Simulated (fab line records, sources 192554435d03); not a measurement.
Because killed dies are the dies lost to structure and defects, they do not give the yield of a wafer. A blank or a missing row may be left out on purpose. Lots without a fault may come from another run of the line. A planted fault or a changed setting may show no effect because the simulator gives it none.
fab line records	flow n5Finfet
record lots=5	wafers=14	lastDay=17
route steps=1938 shown DUMMY_GATE@247 SPACER0@258 SD_EPI_N@262 SD_EPI_P@326 PASSIVATION@1936
lots that met no fault: taken from a fault-free run of the same line
startH: hours from the record's opening day to when the first of the lot's shown wafers began	waitH: hours from the lot's prior step to this one	" the same as in the row above	L1.1+2: several wafers, shown together as one row	- value missing, or start not given	* or withheld: withheld	< > ~ a bound
route shown NAME@n: NAME is a module with steps in the file, n the number in the route of the first one	usual: the fault-free wafers' mean and standard deviation	same: alike in all rows	chamber/n: place in a boat	sites: readings site by site	_std_site: the standard deviation of these	_edge_site: the outer-site mean with the inner-site mean subtracted	radiusMm: for every site, how far away it sits from the centre of the wafer	mask NAME#n: copy n	behind: the tool/chamber that last shaped the wafer	hold: what put the lot on hold/how long, in hours/how the hold closed	device: which transistor (n, p or np) failed to switch	end of line: the same wafers' tests at the end of the route	where a step has no rows: the recipe by itself	killed: at the first sort, the dies lost to defects and structure; wafer yield is something else	map: shows each die of a wafer: x if killed, . if not, _ if none is there
set.NAME: the setting as run; set.NAME@STEP: as run at that earlier step	model.NAME: the simulator's own value behind a step, which no gauge read
lots at some steps of the route; a table a step, a row a wafer
services: the hour from which a tool's chamber was out of use, counted from the record's first day as startH (under 0 if before that day), plus the number of hours and why
## steps
# step N5_DUMMY_GATE_ETCH_23
# recipe chemistry=HBr/Cl2/O2	HBr_flow_sccm=150	Cl2_flow_sccm=80	O2_flow_sccm=12	biasW=102	targetDepthA=410	timeS=22.3	target=poly-Si	maskMaterial=SiO2	pressureMtorr=10	icpW=800
# step N5_DUMMY_GATE_ETCH_44
# recipe chemistry=HBr/O2	overEtchFrac=0.7	targetDepthA=1275	stopOn=SiO2	ionEnergyEv=60	biasW=20	target=poly-Si	maskMaterial=SiO2	pressureMtorr=20	icpW=400	HBr_flow_sccm=120	O2_flow_sccm=10
# step N5_DUMMY_GATE_CD_MEAS_24
# recipe targetCdNm=15
# usual cdNm=15.3/0.59
lot.wafer	tool	chamber	startH	waitH	cdNm
L934.4	cdSem-01	-	54.06	0.1	15.1
L934.5	"	-	"	"	15.1
L934.6	"	-	"	"	16.0
L937.2	cdSem-03	-	71.07	0.1	15.5
L937.3	"	-	"	"	16.1
L948.1	cdSem-03	-	138.35	0.1	16.2
L948.3	"	-	"	"	15.9
L948.4	"	-	"	"	14.3
L954.3	cdSem-02	-	174.01	0.1	14.5
L954.5	"	-	"	"	15.4
L954.6	"	-	"	"	14.9
L955.2	cdSem-01	-	178.49	0.1	16.1
L955.3	"	-	"	"	15.3
L955.4	"	-	"	"	15.9
# step N5_DUMMY_GATE_ETCH_42
# recipe chemistry=CHF3/O2	target=SiO2	targetDepthA=35	timeS=31	ionEnergyEv=30	biasW=12	pressureMtorr=30	sourceW=600	Ar_flow_sccm=200	CHF3_flow_sccm=50	O2_flow_sccm=5
# step N5_DUMMY_GATE_STRIP_48
# recipe chemistry=N2/H2	timeS=20	powerW=100	tempC=40	pressureMtorr=100	rfFrequencyHz=6e+07	biasPowerW=3	n2FlowSccm=300	h2FlowSccm=300
# step N5_DUMMY_GATE_PRECLEAN_33
# recipe chemistry=dHF	timeS=10	dilution=750:1	tempC=25
# step N5_DUMMY_GATE_PRECLEAN_25
# recipe chemistry=O3/DIW	timeS=45	tempC=22	o3Ppm=10
# step N5_DUMMY_GATE_PRECLEAN_51
# recipe chemistry=SC2	timeS=45	tempC=35	mix=1:1:50
# step N5_DUMMY_GATE_SRD_26
# recipe dry=ipaMarangoni	timeS=30	tempC=23	rinseLiquid=diw
# step N5_DUMMY_GATE_UV_OZONE_45
# recipe timeS=120	pressureTorr=760	tempC=25
# step N5_DUMMY_GATE_INSPECT_27
# recipe inspectInstrument=brightfield	mode=aei
# usual rawDefectCount=328/77
lot.wafer	tool	chamber	startH	waitH	rawDefectCount
L934.4	defectInspect-01	-	54.44	0.0	259
L934.5	"	-	"	"	423
L934.6	"	-	"	"	269
L937.2	defectInspect-02	-	71.35	0.0	288
L937.3	"	-	"	"	349
L948.1	defectInspect-02	-	138.64	0.0	280
L948.3	"	-	"	"	211
L948.4	"	-	"	"	280
L954.3	defectInspect-01	-	174.48	0.0	281
L954.5	"	-	"	"	276
L954.6	"	-	"	"	279
L955.2	defectInspect-02	-	178.82	0.0	214
L955.3	"	-	"	"	249
L955.4	"	-	"	"	225
# step N5_SPACER0_ALD_07
# recipe material=SiNx	targetThkA=20	tempC=400	aldPrecursorFamily=SiH2I2	aldCoReactant=N2/H2-plasma	pressureTorr=2
# step N5_SPACER0_ALD_00
# recipe material=SiOCN	targetThkA=35	tempC=400	aldPrecursorFamily=alkyl-aminosilane	aldCoReactant=O2/N2-plasma	pulseTimeS=3	purgeTimeS=2	coReactantPurgeTimeS=2	aldCycles=58	pressureTorr=2
# usual aldCycles=58/0	heaterPowerW=803/61	precursorPulseHeightRel=1.001/0.018
lot.wafer	tool	chamber	startH	waitH	aldCycles	heaterPowerW	precursorPulseHeightRel	model.SiOCN_of_SPACER0_ALD_00.thkNm
L934.4	aldSin-01	2	54.62	0.1	58	837	0.992	3.6
L934.5	"	3	"	"	58	769	1.009	3.6
L934.6	"	2	"	"	58	841	1.029	3.4
L937.2	aldSin-01	2	71.54	0.1	67	854	1.020	4
L937.3	"	3	"	"	67	805	0.990	4
L948.1	aldSin-03	3	138.86	0.1	58	885	0.988	3.4
L948.3	"	0	"	"	58	841	1.007	3.6
L948.4	"	1	"	"	58	729	0.988	3.4
L954.3	aldSin-01	2	174.67	0.1	58	845	1.021	3.4
L954.5	"	2	"	"	58	859	0.982	3.6
L954.6	"	3	"	"	58	758	1.014	3.6
L955.2	aldSin-01	0	180.50	0.1	58	681	0.979	3.4
L955.3	"	1	"	"	58	827	0.971	3.6
L955.4	"	2	"	"	58	833	1.033	3.4
# step N5_SPACER0_ALD_08
# recipe material=SiNx	targetThkA=20	tempC=400	aldPrecursorFamily=SiH2I2	aldCoReactant=N2/H2-plasma	pressureTorr=2
# usual heaterPowerW=803/60
lot.wafer	tool	chamber	startH	waitH	heaterPowerW
L934.4	aldSin-01	2	54.88	0.1	837
L934.5	"	3	"	"	760
L934.6	"	2	"	"	852
L937.2	aldSin-01	2	71.80	0.1	839
L937.3	"	3	"	"	774
L948.1	aldSin-03	3	139.12	0.1	898
L948.3	"	0	"	"	864
L948.4	"	1	"	"	747
L954.3	aldSin-01	2	174.92	0.1	852
L954.5	"	2	"	"	838
L954.6	"	3	"	"	775
L955.2	aldSin-01	0	180.76	0.1	659
L955.3	"	1	"	"	833
L955.4	"	2	"	"	836
# step N5_SPACER0_INSPECT_04
# recipe inspectInstrument=darkfield	mode=postDep
# usual rawDefectCount=150/34
lot.wafer	tool	chamber	startH	waitH	rawDefectCount
L934.4	defectInspect-01	-	55.04	0.1	131
L934.5	"	-	"	"	198
L934.6	"	-	"	"	120
L937.2	defectInspect-02	-	71.96	0.1	124
L937.3	"	-	"	"	143
L948.1	defectInspect-01	-	139.27	0.1	125
L948.3	"	-	"	"	110
L948.4	"	-	"	"	144
L954.3	defectInspect-02	-	175.08	0.1	140
L954.5	"	-	"	"	133
L954.6	"	-	"	"	145
L955.2	defectInspect-02	-	180.91	0.1	112
L955.3	"	-	"	"	105
L955.4	"	-	"	"	88
# step N5_SD_EPI_N_COAT_32
# recipe resist=SOC	tempC=250	timeS=60	spinRpm=1500	resistThkNm=350
# step N5_SD_EPI_N_COAT_33
# recipe resist=SiARC	tempC=220	timeS=60	spinRpm=1500	resistThkNm=35
# step N5_SD_EPI_N_COAT_03
# recipe resist=CAR-ArF-block	spinRpm=1500	resistThkNm=150
# step N5_SD_EPI_N_EBR_05
# recipe solvent=PGMEA	ebrWidthMm=1.5
# step N5_SD_EPI_N_SOFTBAKE_04
# recipe tempC=110	timeS=60	resist=CAR-ArF-block
# step N5_SD_EPI_N_EXPOSE_06
# recipe maskId=SD_N_BLK	na=1.35	sourceShape=conventional	sigmaOuter=0.8	polarization=unpolarized	targetCdNm=120	doseMj=39.75
# step N5_SD_EPI_N_PEB_07
# recipe pebTempC=110	pebTimeS=60	resist=CAR-ArF-block
# step N5_SD_EPI_N_DEVELOP_08
# recipe developTimeS=30	developer=TMAH	resist=CAR-ArF-block	devTempC=23	rinseLiquid=diw	dry=airSpin
# step N5_SD_EPI_N_CD_MEAS_09
# recipe targetCdNm=120	landingEnergyEv=500	detector=seInlens
# usual cdNm=120.1/1.3
lot.wafer	tool	chamber	startH	waitH	cdNm
L934.4	cdSem-01	0	55.44	-	120.1
L934.5	"	0	"	"	120.3
L934.6	"	0	"	"	119.3
L937.2	cdSem-03	0	72.36	-	121.0
L937.3	"	0	"	"	120.3
L948.1	cdSem-02	0	139.67	-	121.1
L948.3	"	0	"	"	122.2
L948.4	"	0	"	"	120.9
L954.3	cdSem-03	0	175.48	-	118.9
L954.5	"	0	"	"	118.2
L954.6	"	0	"	"	118.9
L955.2	cdSem-03	0	181.19	-	119.1
L955.3	"	0	"	"	118.0
L955.4	"	0	"	"	119.3
# step N5_SD_EPI_N_OVL_MEAS_10
# recipe pointsPerWafer=44
# usual SD_N_BLK_OVL=0.0/0.75
lot.wafer	tool	chamber	startH	waitH	SD_N_BLK_OVL[nm]
L934.4	overlay-02	0	55.47	0.0	-0.9
L934.5	"	0	"	"	0.2
L934.6	"	0	"	"	0.1
L937.2	overlay-02	0	72.39	0.0	0.2
L937.3	"	0	"	"	-0.2
L948.1	overlay-01	0	139.70	0.0	0.8
L948.3	"	0	"	"	0.9
L948.4	"	0	"	"	0.3
L954.3	overlay-01	0	175.51	0.0	1.3
L954.5	"	0	"	"	1.2
L954.6	"	0	"	"	1.2
L955.2	overlay-02	0	181.22	0.0	-0.7
L955.3	"	0	"	"	-1.0
L955.4	"	0	"	"	-0.9
# step N5_SD_EPI_N_INSPECT_11
# recipe mode=adi	inspectInstrument=macro
# usual rawDefectCount=2.0/1.5
lot.wafer	tool	chamber	startH	waitH	rawDefectCount
L934.4	defectInspect-01	-	55.49	0.0	0
L934.5	"	-	"	"	2
L934.6	"	-	"	"	4
L937.2	defectInspect-02	-	72.41	0.0	0
L937.3	"	-	"	"	5
L948.1	defectInspect-01	-	139.73	0.0	4
L948.3	"	-	"	"	0
L948.4	"	-	"	"	1
L954.3	defectInspect-02	-	175.54	0.0	4
L954.5	"	-	"	"	2
L954.6	"	-	"	"	5
L955.2	defectInspect-01	-	181.24	0.0	3
L955.3	"	-	"	"	2
L955.4	"	-	"	"	2
# step N5_SD_EPI_N_DESCUM_14
# recipe chemistry=O2	timeS=7.9	sourcePowerW=50	biasPowerW=20	pressureMtorr=20	rfFrequencyHz=2.712e+07	tempC=40	resist=CAR-ArF-block	o2FlowSccm=225
# usual biasPowerW=19.99/0.063	drypumpMotorCurrentA=5.58/0.29	oesProductAu=0.79/0.089	rfVppV=242.8/1.3	showerheadPlenumPTorr=2.07/0.06	throttleValvePct=20.40/0.24
lot.wafer	tool	chamber	startH	waitH	biasPowerW	drypumpMotorCurrentA	oesProductAu	rfHoursCounterH	rfVppV	showerheadPlenumPTorr	throttleValvePct
L934.4	rieDiel-06	3	55.64	0.2	20.07	5.92	0.71	-	241.3	2.00	20.59
L934.5	"	2	"	"	19.99	5.54	0.92	-	243.5	2.12	20.25
L934.6	"	1	"	"	19.94	5.40	0.67	-	242.9	2.15	20.68
L937.2	rieDiel-02	1	72.59	0.2	20.08	5.23	0.80	92	241.7	2.02	20.85
L937.3	"	2	"	"	20.00	5.66	0.73	171	242.5	2.06	20.50
L948.1	rieDiel-02	0	140.04	0.3	19.98	5.68	0.73	200	241.8	1.96	20.47
L948.3	"	2	"	"	20.06	5.74	0.72	199	241.6	2.05	20.54
L948.4	"	1	"	"	20.02	5.23	0.77	-	243.3	2.02	20.89
L954.3	rieDiel-03	1	176.00	0.5	19.87	5.23	0.80	110	242.5	2.05	20.49
L954.5	"	1	"	"	19.93	5.23	0.80	-	242.7	2.05	20.49
L954.6	"	2	"	"	19.92	5.70	0.91	-	243.2	2.12	20.16
L955.2	rieDiel-02	2	182.76	1.5	19.86	5.67	0.69	216	243.9	2.05	20.56
L955.3	"	0	"	"	20.01	5.69	0.71	215	239.1	1.96	20.47
L955.4	"	1	"	"	20.06	5.22	0.75	134	242.8	2.01	20.92
# step N5_SD_EPI_N_ETCH_34
# recipe chemistry=CF4	target=SiARC	targetDepthA=455	maskMaterial=CAR-ArF-block	timeS=75.8	ionEnergyEv=80	pressureMtorr=40	sourceW=545	biasW=36	Ar_flow_sccm=100	cf4FlowSccm=100	ends=cleared
# step N5_SD_EPI_N_ETCH_35
# recipe chemistry=N2/H2	target=SOC	overetchA=1080	maskMaterial=SiARC	tempC=40	ionEnergyEv=100	sourceW=3000	biasW=133	pressureMtorr=20	timeS=486	n2FlowSccm=200	h2FlowSccm=200
# step N5_SD_EPI_N_STRIP_36
# recipe chemistry=N2/H2	tempC=40	n2FlowSccm=200	h2FlowSccm=200	rfFrequencyHz=6e+07
# step N5_SD_EPI_N_ETCHBACK_44
# recipe chemistry=CH3F/O2	mode=anisotropicEtchback	target=SiNx	targetDepthA=145	stopOn=SiO2	overEtchFrac=0.3	ionEnergyEv=120	pressureMtorr=30	sourceW=395	biasW=73	Ar_flow_sccm=150	CH3F_flow_sccm=30	O2_flow_sccm=20
# usual biasW=72.98/0.2	drypumpMotorCurrentA=5.58/0.29	oesProductAu=0.68/0.072	rfVppV=296/8.8	showerheadPlenumPTorr=1.98/0.059	throttleValvePct=16.34/0.23
lot.wafer	tool	chamber	startH	waitH	biasW	drypumpMotorCurrentA	oesProductAu	rfHoursCounterH	rfVppV	showerheadPlenumPTorr	throttleValvePct
L934.4	rieDiel-06	3	56.09	0.1	72.95	5.94	0.63	-	286	1.91	16.50
L934.5	"	2	"	"	72.84	5.53	0.79	-	291	2.04	16.17
L934.6	"	1	"	"	72.80	5.44	0.59	-	296	2.05	16.64
L937.2	rieDiel-02	1	73.00	0.0	72.81	5.19	0.68	92	309	1.96	16.80
L937.3	"	2	"	"	72.92	5.72	0.64	172	292	1.97	16.40
L948.1	rieDiel-02	0	140.45	0.0	72.63	5.72	0.62	200	279	1.89	16.51
L948.3	"	2	"	"	72.90	5.70	0.61	199	291	1.96	16.45
L948.4	"	1	"	"	72.93	5.20	0.66	-	307	1.95	16.83
L954.3	rieDiel-03	1	176.41	0.0	73.00	5.21	0.69	110	306	1.92	16.16
L954.5	"	1	"	"	73.12	5.22	0.69	-	306	1.92	16.17
L954.6	"	2	"	"	73.07	5.72	0.77	-	308	2.04	16.14
L955.2	rieDiel-02	2	183.18	0.0	72.86	5.69	0.60	216	290	1.95	16.47
L955.3	"	0	"	"	73.22	5.67	0.62	216	279	1.88	16.51
L955.4	"	1	"	"	73.07	5.21	0.65	134	307	1.94	16.86
# step N5_SD_EPI_N_ETCH_45
# recipe chemistry=CH3F/O2	target=SiOCN	targetDepthA=60	maskMaterial=SOC	ionEnergyEv=60	biasW=29	pressureMtorr=15	sourceW=410	Ar_flow_sccm=150	CH3F_flow_sccm=30	O2_flow_sccm=20
# step N5_SD_EPI_N_ETCH_16
# recipe chemistry=CHF3/O2	target=SiO2	targetDepthA=50	maskMaterial=SOC	pressureMtorr=30	sourceW=650	biasW=170	Ar_flow_sccm=200	CHF3_flow_sccm=50	O2_flow_sccm=5	ionEnergyEv=200
# step N5_SD_EPI_N_STRIP_47
# recipe chemistry=CHF3/O2	resist=SiARC	rfFrequencyHz=6e+07
# step N5_SD_EPI_N_SD_RECESS_17
# recipe chemistry=HBr/Cl2/O2	targetDepthA=410	maskMaterial=SOC	timeS=23.7	btTimeS=3	pressureMtorr=10	icpW=800	biasW=112	HBr_flow_sccm=150	Cl2_flow_sccm=80	O2_flow_sccm=12
# step N5_SD_EPI_N_STRIP_38
# recipe chemistry=N2/H2	powerW=1000	tempC=250	h2Frac=0.65	overashFraction=0.3	pressureMtorr=withheld	n2FlowSccm=1750	h2FlowSccm=3250
# usual drypumpMotorCurrentA=5.4/0.62	heaterPowerW=310/7.6	oesProductAu=0.762/0.011
lot.wafer	tool	chamber	startH	waitH	drypumpMotorCurrentA	heaterPowerW	oesProductAu	rfHoursCounterH
L934.4	plasmaAsher-02	0	56.43	0.1	4.8	294	0.750	-
L934.5	"	1	"	"	6.2	316	0.780	-
L934.6	"	0	"	"	4.8	295	0.766	-
L937.2	plasmaAsher-01	1	73.37	0.1	4.8	315	0.764	36
L937.3	"	0	"	"	5.9	308	0.741	-
L948.1	plasmaAsher-01	0	140.82	0.1	5.9	316	0.757	51
L948.3	"	1	"	"	4.7	316	0.771	-
L948.4	"	0	"	"	5.9	313	0.756	-
L954.3	plasmaAsher-01	0	176.80	0.1	5.9	297	0.750	-
L954.5	"	1	"	"	4.8	322	0.771	-
L954.6	"	0	"	"	5.9	313	0.760	-
L955.2	plasmaAsher-01	1	183.54	0.1	4.8	314	0.775	62
L955.3	"	1	"	"	4.8	323	0.771	-
L955.4	"	0	"	"	5.9	310	0.740	-
# step N5_SD_EPI_N_WET_ETCH_43
# recipe chemistry=dHF	dilution=withheld	timeS=14	target=SiO2	targetDepthA=15	tempC=25
# step N5_SD_EPI_N_STRIP_18
# recipe chemistry=SPM	timeS=750	tempC=130	h2so4H2o2VolRatio=4
# step N5_SD_EPI_N_SRD_20
# recipe dry=ipaMarangoni	doPpb=5	timeS=30	tempC=23	rinseLiquid=diw
# step N5_SD_EPI_N_PRECLEAN_48
# recipe chemistry=NF3:NH3	afsCycles=2	tempC=30	timeS=20	sublimationTempC=180	sublimationTimeS=60	pressureTorr=3	rfPowerW=30
# step N5_SD_EPI_N_VAPOR_ETCH_50
# recipe chemistry=HCl	target=Si	tempC=775	timeS=54	pressureTorr=20	mode=isotropic
# usual throttleValvePct=12.1/0.47
lot.wafer	tool	chamber	startH	waitH	throttleValvePct
L934.4	epiRpcvd-03	0	57.38	0.3	12.5
L934.5	"	0	"	"	12.7
L934.6	"	0	"	"	12.6
L937.2	epiRpcvd-03	0	74.11	0.3	12.9
L937.3	"	0	"	"	12.4
L948.1	epiRpcvd-04	0	141.53	0.3	11.4
L948.3	"	0	"	"	11.8
L948.4	"	0	"	"	11.7
L954.3	epiRpcvd-04	0	177.55	0.2	11.6
L954.5	"	0	"	"	11.7
L954.6	"	0	"	"	11.9
L955.2	epiRpcvd-03	0	184.29	0.3	12.4
L955.3	"	0	"	"	12.6
L955.4	"	0	"	"	12.6
# step N5_SD_EPI_N_EPI_21
# recipe material=Si:P	dopant=P	tempC=680	pressureTorr=255	timeS=690
# step N5_SD_EPI_P_PRECLEAN_32
# recipe chemistry=dHF	timeS=10	dilution=500:1	tempC=25
lot.wafer	tool	chamber	startH	waitH	model.SiOCN_of_SPACER0_ALD_00.thkNm
L934.4+5+6	wetBench-06	4,7,1	66.73	0.0	3.4
L937.2+3	wetBench-06	6,1	81.02	0.0	4
L948.1+3+4	wetBench-03	7,1,5	149.07	0.0	3.4
L954.3+5+6	wetBench-04	0,4,3	184.57	0.0	3.4
L955.2+3+4	wetBench-06	7,5,4	190.90	0.0	3.4
# step N5_PASSIVATION_PROBE_49
# usual killed_at_M0_to_M3=34/8.9	killed_at_M4_up=13/4.6	killedAtContacts=12/5.5	killedAtFrontEnd=41/11	killedAtOther=3.1/2.9	killedDies=102/16	killedOpen=66/11	killedShort=34/7.6
# same grossDies=1180	killedAtBackSide=0
lot.wafer	tool	chamber	startH	waitH	killed_at_M0_to_M3	killed_at_M4_up	killedAtContacts	killedAtFrontEnd	killedAtOther	killedDies	killedOpen	killedShort
L948.1	prober-02	-	358.08	0.0	31	16	5	50	6	108	73	35
L954.3	prober-02	-	392.02	0.1	42	9	7	32	2	92	50	42
L954.5	prober-02	-	392.12	0.2	25	6	10	27	4	72	45	27
L954.6	prober-02	-	392.17	0.3	36	14	15	17	0	82	56	25
# killed by level:class
L948.1 BEOL_M0_SAQP:geometricParticle:short=11 STI_FIN_REVEAL:geometricParticle:open=11 DUMMY_GATE:geometricParticle:open=11 BEOL_M0_SAQP:geometricParticle:open=11 FIN_SAQP:geometricParticle:short=7 STARTING-WAFER:geometricParticle:open=6 STI_FIN_REVEAL:geometricParticle:short=5 BEOL_M7:geometricParticle:open=5
L954.3 BEOL_M0_SAQP:geometricParticle:open=15 BEOL_M0_SAQP:geometricParticle:short=11 FIN_SAQP:geometricParticle:open=5 GATE_CUT:geometricParticle:short=5 MOL_CONTACT_COAG:geometricParticle:open=5 BEOL_M1:geometricParticle:open=5 FIN_SAQP:geometricParticle:short=4 FIN_CUT:geometricParticle:short=4
L954.5 STI_FIN_REVEAL:geometricParticle:open=6 MOL_CONTACT_COAG:geometricParticle:open=6 BEOL_M0_SAQP:geometricParticle:short=6 BEOL_M0_SAQP:geometricParticle:open=5 BEOL_M3:geometricParticle:open=5 MOL_CONTACT_COAG:geometricParticle:short=4 STI_FIN_REVEAL:geometricParticle:short=3 GATE_CUT:geometricParticle:open=3
L954.6 MOL_CONTACT_COAG:geometricParticle:open=11 BEOL_M0_SAQP:geometricParticle:open=10 BEOL_M0_SAQP:geometricParticle:short=9 BEOL_M2:geometricParticle:open=7 BEOL_M1:geometricParticle:open=5 FIN_SAQP:geometricParticle:short=4 MOL_CONTACT_COAG:geometricParticle:short=4 BEOL_M4:geometricParticle:open=4
## services
tool	chamber	startH	hours	kind
rieDiel-03	2	30.85	-	clean
rieDiel-03	2	30.85	-	consumableReplace:focusRing
rieDiel-06	2	33.31	9.9	repair
aldSin-01	-	39.01	4.3	pm
aldSin-01	0	57.93	6.9	repair
epiRpcvd-03	-	59.74	2.8	pm
rieDiel-03	-	61.54	5.7	repair
rieDiel-02	0	68.45	6.2	repair
plasmaAsher-01	-	84.16	4.3	pm
aldSin-01	2	86.81	36.7	repair
rieDiel-02	-	91.15	2.8	pm
rieDiel-06	0	91.22	16.7	repair
plasmaAsher-02	-	101.08	0.9	repair
aldSin-03	2	111.45	3.5	repair
rieDiel-02	1	112.26	2.7	repair
rieDiel-02	3	116.22	-	clean
rieDiel-02	3	116.22	-	consumableReplace:focusRing
rieDiel-02	3	116.22	31.6	scheduledDown
rieDiel-02	3	116.22	31.6	ventCycle
plasmaAsher-02	-	121.91	15.6	pm
plasmaAsher-02	-	140.75	5.2	repair
rieDiel-06	3	143.16	8.3	repair
rieDiel-06	-	174.34	14.6	pm
aldSin-03	-	176.92	14.0	pm
## key
firstSign step=N5_SPACER0_ALD_00	reading=aldCycles	direction=up	sigmas=99+	usual=*	struck=*
effect none on later readings
modelEffect step=N5_SPACER0_ALD_00	value=SiOCN_of_SPACER0_ALD_00.thkNm	without=3.6	struck=4
modelEffect step=N5_SD_EPI_P_PRECLEAN_32	value=SiOCN_of_SPACER0_ALD_00.thkNm	without=3.4	struck=4
metAt N5_SPACER0_ALD_00
struckWafers L937.2,L937.3
testerLeftOut L937
onsetBetween 54.62 71.54
fault kind=processParameterDrift	tool=aldSin-01	chamber=-	onsetH=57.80	steps=N5_SPACER0_ALD_00	channel=aldCycles	offset=*	shape=step	endH=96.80	scope=struckWafersOnly	actsIn=*	stated=*
# testerLeftOut: of these lots the tester's yield and bins aren't shown, on N5 and GAA mostly nor the transistor test; their killed dies are dies lost to structure and defects alone, not to doping, threshold or leakage, so they don't give the yield
